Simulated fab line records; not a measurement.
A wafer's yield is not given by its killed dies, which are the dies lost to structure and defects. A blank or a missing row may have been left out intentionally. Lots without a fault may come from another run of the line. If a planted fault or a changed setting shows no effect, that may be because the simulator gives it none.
fab line records	flow nand_harc	part 1 of 2: steps 1 to 28 of 37
record: lots: 5	wafers: 15	last_day: 31
route steps=1302 shown P_GATE@119
lots that met no fault: from a run of the same line without faults
start_h: hours from the record's opening day to when the first of the lot's shown wafers began	wait_h: time in hours since the lot's previous step	" identical to the entry in the row above	L1.1+2: a single row standing in for several wafers	- value missing, or start not given	* or withheld: withheld	< > ~ a bound
route shown NAME@n: NAME is a module with steps in the file, n the number in the route of the first one	usual: mean/standard deviation taken from wafers without a fault	same: alike in all rows	chamber/n: place in a boat	sites: per-site readings	_std_site: the values' standard deviation	_edge_site: inner sites' mean taken away from outer sites' mean	radius_mm: how far each site lies from the wafer's centre	mask NAME#n: copy n	behind: the tool/chamber that last shaped the wafer	hold: cause of the lot's hold/its duration in hours/its outcome	device: names the non-switching transistor (n, p or np)	end of line: the same wafers' tests at the end of the route	for a step that has no rows: nothing shown but its recipe	killed: dies that structure and defects cost at the first sort, which is not the same as the wafer's yield	map: dies across one wafer; x = killed, . = not, _ = none there
set.NAME: the run value of the setting; set.NAME@STEP: its run value at that earlier step	model.NAME: the simulator's own value behind a step, which no gauge read
certain route steps with their lots: each step a table, each wafer a row
services: the hour from which a tool's chamber was out of use, counted from the record's first day as start_h (under 0 if before that day), plus the number of hours and why
== steps ==
step: NHARC_P_GATE_EXPOSE_08
recipe: na: 0.6	dose_mj: 16.75	mask_id: P_HV
lot.wafer	tool	chamber	start_h	wait_h	mask
L075.1+3+5	krf_scanner-04	0	87.75	-	P_HV#0
L076.1+2+3	krf_scanner-01	0	98.81	-	P_HV#0
L079.2+4+6	krf_scanner-01	0	128.25	-	P_HV#0
L084.2+3+4	krf_scanner-01	0	187.48	-	P_HV#0
L092.3+5+6	krf_scanner-04	0	261.23	-	P_HV#0
step: NHARC_P_GATE_PEB_09
recipe: peb_temp_c: 118	peb_time_s: 85
usual: heater_power_total_W: 163.98/0.27
lot.wafer	tool	chamber	start_h	wait_h	heater_power_total_W
L075.1	litho_track-03	0	87.81	0.1	164.22
L075.3	"	0	"	"	163.65
L075.5	"	0	"	"	164.23
L076.1	litho_track-03	0	98.88	0.1	163.63
L076.2	"	0	"	"	163.99
L076.3	"	0	"	"	164.02
L079.2	litho_track-03	0	128.31	0.1	163.70
L079.4	"	0	"	"	163.62
L079.6	"	0	"	"	163.65
L084.2	litho_track-03	0	187.54	0.1	164.00
L084.3	"	0	"	"	163.69
L084.4	"	0	"	"	163.67
L092.3	litho_track-05	0	261.28	0.1	163.82
L092.5	"	0	"	"	163.69
L092.6	"	0	"	"	164.14
step: NHARC_P_GATE_DEVELOP_10
recipe: time_s: 70
lot.wafer	tool	chamber	start_h	wait_h
L075.1+3+5	litho_track-03	0	-	-
L076.1+2+3	litho_track-03	0	-	-
L079.2+4+6	litho_track-03	0	-	-
L084.2+3+4	litho_track-03	0	-	-
L092.3+5+6	litho_track-05	0	-	-
step: NHARC_P_GATE_CD_MEAS_11
recipe: target_cd_nm: 1640	landing_energy_ev: 500
usual: cd_nm: 1639.7/2.7
lot.wafer	tool	chamber	start_h	wait_h	cd_nm
L075.1	cd_sem-03	0	87.90	-	1636.4
L075.3	"	0	"	"	1641.0
L075.5	"	0	"	"	1635.7
L076.1	cd_sem-03	0	98.97	-	1636.9
L076.2	"	0	"	"	1641.0
L076.3	"	0	"	"	1641.0
L079.2	cd_sem-02	0	128.41	-	1638.4
L079.4	"	0	"	"	1641.3
L079.6	"	0	"	"	1637.0
L084.2	cd_sem-03	0	187.63	-	1637.7
L084.3	"	0	"	"	1640.7
L084.4	"	0	"	"	1640.5
L092.3	cd_sem-02	0	261.38	-	1639.9
L092.5	"	0	"	"	1636.5
L092.6	"	0	"	"	1635.6
step: NHARC_P_GATE_HARDBAKE_12
recipe: temp_c: 125	time_s: 80
usual: heater_power_total_W: 184.1/0.75
lot.wafer	tool	chamber	start_h	wait_h	heater_power_total_W
L075.1	litho_track-02	0	87.98	-	184.0
L075.3	"	0	"	"	184.5
L075.5	"	0	"	"	184.2
L076.1	litho_track-05	0	99.05	-	184.9
L076.2	"	0	"	"	183.6
L076.3	"	0	"	"	185.0
L079.2	litho_track-02	0	128.49	-	184.8
L079.4	"	0	"	"	184.2
L079.6	"	0	"	"	183.3
L084.2	litho_track-02	0	187.71	-	183.4
L084.3	"	0	"	"	184.9
L084.4	"	0	"	"	184.7
L092.3	litho_track-03	0	261.46	-	183.2
L092.5	"	0	"	"	183.6
L092.6	"	0	"	"	184.1
step: NHARC_P_GATE_DESCUM_13
recipe: time_s: 3	o2_flow_sccm: 200	ar_flow_sccm: 0	bias_power_w: 0	chemistry: O2
usual: drypump_motor_current_A: 6.0/0.44	oes_product_au: 0.998/0.015	rf_vpp_V: 57.9/0.79	showerhead_plenum_p_Torr: 1.92/0.057	throttle_valve_pct: 11.310/0.0081
same: bias_power_w: 0
lot.wafer	tool	chamber	start_h	wait_h	drypump_motor_current_A	oes_product_au	rf_hours_counter_h	rf_vpp_V	showerhead_plenum_p_Torr	throttle_valve_pct
L075.1	rie_diel-10	0	88.08	-	6.4	0.985	0.7	56.8	2.01	11.302
L075.3	"	2	"	"	6.7	1.010	1.1	57.5	1.88	11.304
L075.5	"	0	"	"	6.4	0.970	-	58.8	2.01	11.306
L076.1	rie_diel-10	2	99.13	-	6.7	1.010	1.9	58.5	1.88	11.322
L076.3	"	0	"	"	6.4	0.975	1.3	59.5	2.01	11.312
L076.2	"	1	"	"	5.8	0.982	1.3	57.6	1.88	11.304
L079.2	rie_diel-06	2	128.56	-	5.8	0.995	6.5	58.4	1.84	11.321
L079.4	"	1	"	"	6.7	1.018	7.4	56.7	1.95	11.305
L079.6	"	3	"	"	6.0	1.010	-	58.0	1.99	11.308
L084.2	rie_diel-10	0	187.80	-	6.4	0.979	6.6	58.4	2.01	11.320
L084.3	"	2	"	"	6.7	0.988	6.4	57.4	1.88	11.314
L084.4	"	0	"	"	6.4	0.989	-	58.8	2.01	11.302
L092.3	rie_diel-06	0	261.57	-	5.5	1.010	6.4	57.5	1.98	11.307
L092.6	"	1	"	"	6.7	1.018	-	57.7	1.95	11.327
L092.5	"	2	"	"	5.8	0.989	-	56.3	1.84	11.301
step: NHARC_P_GATE_ETCH_14
recipe: target_depth_a: 488	chemistry: dHF	material: SiO2
lot.wafer	tool	chamber	start_h	wait_h
L075.1+3+5	wet_bench-03	7,1,3	88.21	0.1
L076.3+2+1	wet_bench-06	2,3,6	99.27	0.1
L079.4+2+6	wet_bench-03	1,5,6	128.70	0.1
L084.4+3+2	wet_bench-05	1,3,4	187.96	0.1
L092.6+3+5	wet_bench-06	3,4,6	261.67	0.1
step: NHARC_P_GATE_STRIP_15
recipe: time_s: 780	temp_c: 130	chemistry: SPM
lot.wafer	tool	chamber	start_h	wait_h
L075.1+3+5	wet_bench-03	7,1,3	88.25	0.0
L076.3+2+1	wet_bench-06	2,3,6	99.32	0.0
L079.4+2+6	wet_bench-03	1,5,6	128.74	0.0
L084.4+3+2	wet_bench-05	1,3,4	188.00	0.0
L092.6+3+5	wet_bench-06	3,4,6	261.71	0.0
step: NHARC_P_GATE_PRECLEAN_71
recipe: time_s: *	temp_c: 50	bath_age_min: 0	chemistry: SC1
lot.wafer	tool	chamber	start_h	wait_h
L075.1+3+5	wet_bench-03	7,1,3	-	-
L076.3+2+1	wet_bench-06	2,3,6	-	-
L079.4+2+6	wet_bench-03	1,5,6	-	-
L084.4+3+2	wet_bench-05	1,3,4	-	-
L092.6+3+5	wet_bench-06	3,4,6	-	-
step: NHARC_P_GATE_SRD_72
lot.wafer	tool	chamber	start_h	wait_h
L075.1+3+5	wet_bench-03	7,1,3	-	-
L076.3+2+1	wet_bench-06	2,3,6	-	-
L079.4+2+6	wet_bench-03	1,5,6	-	-
L084.4+3+2	wet_bench-05	1,3,4	-	-
L092.6+3+5	wet_bench-06	3,4,6	-	-
step: NHARC_P_GATE_OXIDE_16
recipe: target_thk_a: 30	temp_c: 875	ox_time_s: 392	material: SiO2
usual: spike_tc_top_C: 886/3.8
lot.wafer	tool	chamber	start_h	wait_h	spike_tc_top_C
L075.1	furnace-03	0	91.67	-	882
L075.3	"	0	"	"	884
L075.5	"	0	"	"	884
L076.1	furnace-03	0	102.74	-	881
L076.2	"	0	"	"	882
L076.3	"	0	"	"	882
L079.2	furnace-03	0	132.18	-	882
L079.4	"	0	"	"	883
L079.6	"	0	"	"	881
L084.2	furnace-08	0	191.55	-	886
L084.3	"	0	"	"	884
L084.4	"	0	"	"	885
L092.3	furnace-05	0	267.93	-	891
L092.5	"	0	"	"	892
L092.6	"	0	"	"	891
step: NHARC_P_GATE_CVD_17
recipe: target_thk_a: 1500	temp_c: 620	time_s: 900	material: poly-Si
usual: spike_tc_top_C: 635.5/1.1
lot.wafer	tool	chamber	start_h	wait_h	spike_tc_top_C
L075.1	lpcvd_poly-03	0	97.86	2.7	634.1
L075.3	"	0	"	"	635.1
L075.5	"	0	"	"	633.7
L076.1	lpcvd_poly-03	0	108.91	2.7	635.5
L076.2	"	0	"	"	635.1
L076.3	"	0	"	"	634.3
L079.2	lpcvd_poly-04	0	138.28	2.5	635.0
L079.4	"	0	"	"	635.6
L079.6	"	0	"	"	637.0
L084.2	lpcvd_poly-03	0	197.79	2.7	635.9
L084.3	"	0	"	"	631.8
L084.4	"	0	"	"	635.7
L092.3	lpcvd_poly-03	0	274.21	2.7	634.5
L092.5	"	0	"	"	634.6
L092.6	"	0	"	"	634.3
step: NHARC_P_GATE_HM_DEP_102
recipe: target_thk_a: 1200	temp_c: 400	material: aC
usual: throttle_valve_pct: 35.000/0.0093
lot.wafer	tool	chamber	start_h	wait_h	throttle_valve_pct
L075.1	acl_dep-03	0	101.82	1.7	34.998
L075.3	"	0	"	"	34.985
L075.5	"	0	"	"	35.003
L076.1	acl_dep-03	0	114.41	3.3	34.992
L076.2	"	0	"	"	35.007
L076.3	"	0	"	"	35.002
L079.2	acl_dep-01	0	141.02	0.5	34.994
L079.4	"	0	"	"	35.003
L079.6	"	0	"	"	34.995
L084.2	acl_dep-01	0	207.37	7.3	34.993
L084.3	"	0	"	"	34.987
L084.4	"	0	"	"	34.984
L092.3	acl_dep-01	0	278.10	1.6	35.005
L092.5	"	0	"	"	35.017
L092.6	"	0	"	"	34.996
step: NHARC_P_GATE_DEP_103
recipe: target_thk_a: 300	target_thk_nm: 30	temp_c: 400	flow_sccm: 200	rf_w: 350	material: SiON
usual: heater_power_w: 750/93
lot.wafer	tool	chamber	start_h	wait_h	heater_power_w
L075.3	pecvd-03	2	102.51	0.4	723
L075.1	"	0	"	"	731
L075.5	"	2	"	"	748
L076.3	pecvd-04	0	115.07	0.3	627
L076.2	"	1	"	"	779
L076.1	"	2	"	"	827
L079.2	pecvd-04	1	141.61	0.5	715
L079.6	"	0	"	"	680
L079.4	"	2	"	"	777
L084.3	pecvd-03	0	207.93	0.3	671
L084.2	"	1	"	"	706
L084.4	"	0	"	"	671
L092.3	pecvd-01	2	278.69	0.5	825
L092.6	"	1	"	"	621
L092.5	"	2	"	"	845
step: NHARC_P_GATE_DEHYDRATE_18
recipe: temp_c: 150	time_s: 120
usual: heater_power_total_W: 182.5/1.2
lot.wafer	tool	chamber	start_h	wait_h	heater_power_total_W
L075.1	litho_track-06	0	102.77	0.2	181.8
L075.3	"	0	"	"	182.7
L075.5	"	0	"	"	182.8
L076.1	litho_track-04	0	115.34	0.2	182.3
L076.2	"	0	"	"	182.1
L076.3	"	0	"	"	182.8
L079.2	litho_track-06	0	141.85	0.2	183.9
L079.4	"	0	"	"	184.1
L079.6	"	0	"	"	183.9
L084.2	litho_track-06	0	208.20	0.2	182.4
L084.3	"	0	"	"	182.5
L084.4	"	0	"	"	184.4
L092.3	litho_track-06	0	278.95	0.2	183.9
L092.5	"	0	"	"	183.0
L092.6	"	0	"	"	184.2
step: NHARC_P_GATE_HMDS_19
recipe: time_s: 30
lot.wafer	tool	chamber	start_h	wait_h
L075.1+3+5	litho_track-06	0	-	-
L076.1+2+3	litho_track-04	0	-	-
L079.2+4+6	litho_track-06	0	-	-
L084.2+3+4	litho_track-06	0	-	-
L092.3+5+6	litho_track-06	0	-	-
step: NHARC_P_GATE_COAT_20
recipe: spin_rpm: 1500	resist_thk_nm: 90
lot.wafer	tool	chamber	start_h	wait_h
L075.1+3+5	litho_track-06	0	-	-
L076.1+2+3	litho_track-04	0	-	-
L079.2+4+6	litho_track-06	0	-	-
L084.2+3+4	litho_track-06	0	-	-
L092.3+5+6	litho_track-06	0	-	-
step: NHARC_P_GATE_SOFTBAKE_21
recipe: temp_c: 105	time_s: 55
usual: heater_power_total_W: 188.47/0.14
lot.wafer	tool	chamber	start_h	wait_h	heater_power_total_W
L075.1	litho_track-06	0	-	-	188.38
L075.3	"	0	"	"	188.26
L075.5	"	0	"	"	188.33
L076.1	litho_track-04	0	-	-	188.76
L076.2	"	0	"	"	188.58
L076.3	"	0	"	"	188.40
L079.2	litho_track-06	0	-	-	188.43
L079.4	"	0	"	"	188.32
L079.6	"	0	"	"	188.42
L084.2	litho_track-06	0	-	-	188.34
L084.3	"	0	"	"	188.35
L084.4	"	0	"	"	188.43
L092.3	litho_track-06	0	-	-	188.39
L092.5	"	0	"	"	188.32
L092.6	"	0	"	"	188.38
step: NHARC_P_GATE_EBR_22
lot.wafer	tool	chamber	start_h	wait_h
L075.1+3+5	litho_track-06	0	-	-
L076.1+2+3	litho_track-04	0	-	-
L079.2+4+6	litho_track-06	0	-	-
L084.2+3+4	litho_track-06	0	-	-
L092.3+5+6	litho_track-06	0	-	-
step: NHARC_P_GATE_EXPOSE_23
recipe: na: 1.35	target_cd_nm: 120	dose_mj: 93.91	mask_id: P_GATE
lot.wafer	tool	chamber	start_h	wait_h	mask
L075.1+3+5	arfi_scanner-03	0	102.92	-	P_GATE#0
L076.1+2+3	arfi_scanner-02	0	115.61	-	P_GATE#0
L079.2+4+6	arfi_scanner-01	0	142.00	-	P_GATE#0
L084.2+3+4	arfi_scanner-02	0	208.47	-	P_GATE#0
L092.3+5+6	arfi_scanner-03	0	279.10	-	P_GATE#0
step: NHARC_P_GATE_PEB_24
recipe: peb_temp_c: 100	peb_time_s: 65
usual: heater_power_total_W: 156.6/0.43
lot.wafer	tool	chamber	start_h	wait_h	heater_power_total_W
L075.1	litho_track-06	0	102.98	0.1	156.1
L075.3	"	0	"	"	157.0
L075.5	"	0	"	"	156.4
L076.1	litho_track-06	0	115.67	0.1	157.2
L076.2	"	0	"	"	156.3
L076.3	"	0	"	"	156.4
L079.2	litho_track-04	0	142.05	0.1	156.6
L079.4	"	0	"	"	157.1
L079.6	"	0	"	"	157.1
L084.2	litho_track-01	0	208.53	0.1	157.1
L084.3	"	0	"	"	157.2
L084.4	"	0	"	"	156.4
L092.3	litho_track-04	0	279.15	0.0	156.9
L092.5	"	0	"	"	157.0
L092.6	"	0	"	"	156.8
step: NHARC_P_GATE_DEVELOP_25
recipe: develop_time_s: 35	dev_temp_c: 23
lot.wafer	tool	chamber	start_h	wait_h
L075.1+3+5	litho_track-06	0	-	-
L076.1+2+3	litho_track-06	0	-	-
L079.2+4+6	litho_track-04	0	-	-
L084.2+3+4	litho_track-01	0	-	-
L092.3+5+6	litho_track-04	0	-	-
step: NHARC_P_GATE_CD_MEAS_26
recipe: target_cd_nm: 120	landing_energy_ev: 500
usual: cd_nm: 120.0/0.72
lot.wafer	tool	chamber	start_h	wait_h	cd_nm
L075.1	cd_sem-01	0	103.06	-	119.7
L075.3	"	0	"	"	119.1
L075.5	"	0	"	"	121.1
L076.1	cd_sem-01	0	115.75	-	118.6
L076.2	"	0	"	"	118.5
L076.3	"	0	"	"	118.6
L079.2	cd_sem-01	0	142.14	-	119.3
L079.4	"	0	"	"	118.6
L079.6	"	0	"	"	119.8
L084.2	cd_sem-01	0	208.61	-	119.8
L084.3	"	0	"	"	120.9
L084.4	"	0	"	"	120.7
L092.3	cd_sem-01	0	279.23	-	120.3
L092.5	"	0	"	"	120.2
L092.6	"	0	"	"	120.9
step: NHARC_P_GATE_OVL_MEAS_27
usual: overlay_x_nm: -0.1/0.81	overlay_y_nm: 0.1/0.96
lot.wafer	tool	chamber	start_h	wait_h	overlay_x_nm	overlay_y_nm
L075.1	overlay-01	-	103.14	-	-0.3	2.1
L075.3	"	-	"	"	0.3	1.8
L075.5	"	-	"	"	-0.6	2.8
L076.1	overlay-01	-	115.84	-	1.7	-0.1
L076.2	"	-	"	"	1.8	0.1
L076.3	"	-	"	"	1.2	0.1
L079.2	overlay-01	-	142.22	-	0.3	-0.1
L079.4	"	-	"	"	0.5	-0.4
L079.6	"	-	"	"	0.1	-0.3
L084.2	overlay-02	-	208.70	-	-0.6	-1.3
L084.3	"	-	"	"	-1.7	-1.3
L084.4	"	-	"	"	-1.1	-2.0
L092.3	overlay-01	-	279.32	-	1.3	-0.8
L092.5	"	-	"	"	1.1	-0.8
L092.6	"	-	"	"	1.3	-1.2
step: NHARC_P_GATE_INSPECT_28
usual: raw_defect_count: 6.4/2.8
lot.wafer	tool	chamber	start_h	wait_h	raw_defect_count
L075.1	defect_inspect-01	-	103.18	0.0	5
L075.3	"	-	"	"	1
L075.5	"	-	"	"	1
L076.1	defect_inspect-01	-	115.88	0.0	2
L076.2	"	-	"	"	8
L076.3	"	-	"	"	8
L079.2	defect_inspect-02	-	142.26	0.0	7
L079.4	"	-	"	"	5
L079.6	"	-	"	"	6
L084.2	defect_inspect-02	-	208.73	0.0	6
L084.3	"	-	"	"	7
L084.4	"	-	"	"	6
L092.3	defect_inspect-02	-	279.35	0.0	5
L092.5	"	-	"	"	5
L092.6	"	-	"	"	10
step: NHARC_P_GATE_DESCUM_31
recipe: time_s: 3	o2_flow_sccm: 200	ar_flow_sccm: 0	bias_power_w: 0	chemistry: O2
usual: drypump_motor_current_A: 6.0/0.46	oes_product_au: 1.002/0.013	rf_vpp_V: 57.7/0.83	showerhead_plenum_p_Torr: 1.93/0.054	throttle_valve_pct: 11.310/0.0084
same: bias_power_w: 0
lot.wafer	tool	chamber	start_h	wait_h	drypump_motor_current_A	oes_product_au	rf_hours_counter_h	rf_vpp_V	showerhead_plenum_p_Torr	throttle_valve_pct
L075.3	rie_diel-09	0	103.26	0.1	5.5	1.023	9	57.0	1.85	11.320
L075.1	"	1	"	"	5.4	1.011	9	58.4	1.95	11.318
L075.5	"	2	"	"	5.8	1.012	-	58.3	1.90	11.299
L076.3	rie_diel-10	1	115.94	0.1	5.9	0.972	2	56.6	1.88	11.307
L076.2	"	3	"	"	6.1	0.981	2	58.6	1.92	11.317
L076.1	"	0	"	"	6.4	0.974	2	56.9	2.01	11.299
L079.4	rie_diel-09	2	142.32	0.1	5.7	0.998	11	56.9	1.90	11.309
L079.2	"	3	"	"	5.5	1.010	11	58.9	1.98	11.312
L079.6	"	3	"	"	5.5	1.007	-	57.7	1.98	11.299
L084.3	rie_diel-10	2	208.80	0.1	6.7	0.986	8	57.9	1.88	11.305
L084.2	"	3	"	"	6.1	0.985	8	57.4	1.92	11.306
L084.4	"	0	"	"	6.4	0.976	9	59.1	2.01	11.321
L092.3	rie_diel-06	3	279.43	0.1	6.0	0.992	6	58.7	1.99	11.318
L092.5	"	1	"	"	6.7	1.013	-	57.5	1.95	11.311
L092.6	"	2	"	"	5.8	1.002	-	57.1	1.84	11.312
step: NHARC_P_GATE_ETCH_104
recipe: target_depth_a: 600	time_s: withheld	cf4_flow_sccm: 100	chf3_flow_sccm: 30	ar_flow_sccm: 0	rf_w: 500	bias_w: 200	chemistry: CF4/CHF3
usual: drypump_motor_current_A: 5.9/0.45	oes_product_au: 0.953/0.027	rf_vpp_V: 370.9/1.7	showerhead_plenum_p_Torr: 1.58/0.042	throttle_valve_pct: 16.802/0.0089
lot.wafer	tool	chamber	start_h	wait_h	drypump_motor_current_A	oes_product_au	rf_vpp_V	showerhead_plenum_p_Torr	throttle_valve_pct
L075.1	rie_diel-09	2	103.33	0.1	5.8	0.975	371.7	1.57	16.791
L075.3	"	0	"	"	5.5	0.988	369.3	1.52	16.809
L075.5	"	1	"	"	5.4	0.989	372.3	1.60	16.807
L076.2	rie_diel-10	3	116.03	0.1	6.1	0.902	370.2	1.58	16.811
L076.3	"	0	"	"	6.4	0.914	373.3	1.65	16.801
L076.1	"	1	"	"	5.9	0.906	369.9	1.54	16.802
L079.4	rie_diel-09	1	142.41	0.1	5.4	0.997	370.4	1.60	16.790
L079.2	"	2	"	"	5.8	0.967	368.9	1.57	16.798
L079.6	"	0	"	"	5.5	0.987	370.1	1.52	16.792
L084.4	rie_diel-10	1	208.88	0.1	5.9	0.979	367.9	1.54	16.796
L084.3	"	2	"	"	6.7	0.908	369.8	1.54	16.810
L084.2	"	3	"	"	6.1	0.919	371.0	1.58	16.820
L092.3	rie_diel-06	2	279.51	0.1	5.8	0.923	367.7	1.52	16.796
L092.5	"	0	"	"	5.5	0.928	371.8	1.62	16.806
L092.6	"	1	"	"	6.7	0.929	371.9	1.60	16.810
step: NHARC_P_GATE_HM_OPEN_105
recipe: target_depth_a: 3600	o2_flow_sccm: 400	cos_flow_sccm: 20	ar_flow_sccm: 0	rf_w: 500	bias_w: 300	chemistry: O2/COS
usual: drypump_motor_current_A: 6.0/0.44	oes_product_au: 1.002/0.012	rf_vpp_V: 467.7/2	showerhead_plenum_p_Torr: 3.14/0.086	throttle_valve_pct: 28.331/0.0089
lot.wafer	tool	chamber	start_h	wait_h	drypump_motor_current_A	oes_product_au	rf_hours_counter_h	rf_vpp_V	showerhead_plenum_p_Torr	throttle_valve_pct
L075.1	rie_diel-09	1	-	-	5.4	1.007	9	470.2	3.17	28.308
L075.3	"	3	"	"	5.5	1.005	8	469.8	3.23	28.338
L075.5	"	1	"	"	5.4	1.016	-	468.4	3.17	28.328
L076.1	rie_diel-10	3	-	-	6.1	0.982	2	467.2	3.14	28.336
L076.3	"	0	"	"	6.4	0.973	2	471.0	3.27	28.332
L076.2	"	1	"	"	5.9	0.970	2	466.4	3.06	28.332
L079.4	rie_diel-09	3	-	-	5.5	1.017	11	469.9	3.23	28.334
L079.2	"	0	"	"	5.5	1.002	11	464.3	3.02	28.332
L079.6	"	2	"	"	5.7	1.014	-	467.0	3.11	28.313
L084.2	rie_diel-10	0	-	-	6.4	0.993	9	470.8	3.27	28.324
L084.3	"	1	"	"	5.9	0.991	8	465.8	3.06	28.341
L084.4	"	3	"	"	6.1	0.995	8	466.8	3.13	28.351
L092.3	rie_diel-06	1	-	-	6.7	1.011	6	467.5	3.18	28.347
L092.5	"	1	"	"	6.7	1.012	-	469.5	3.18	28.340
L092.6	"	2	"	"	5.8	0.989	-	465.0	3.01	28.340
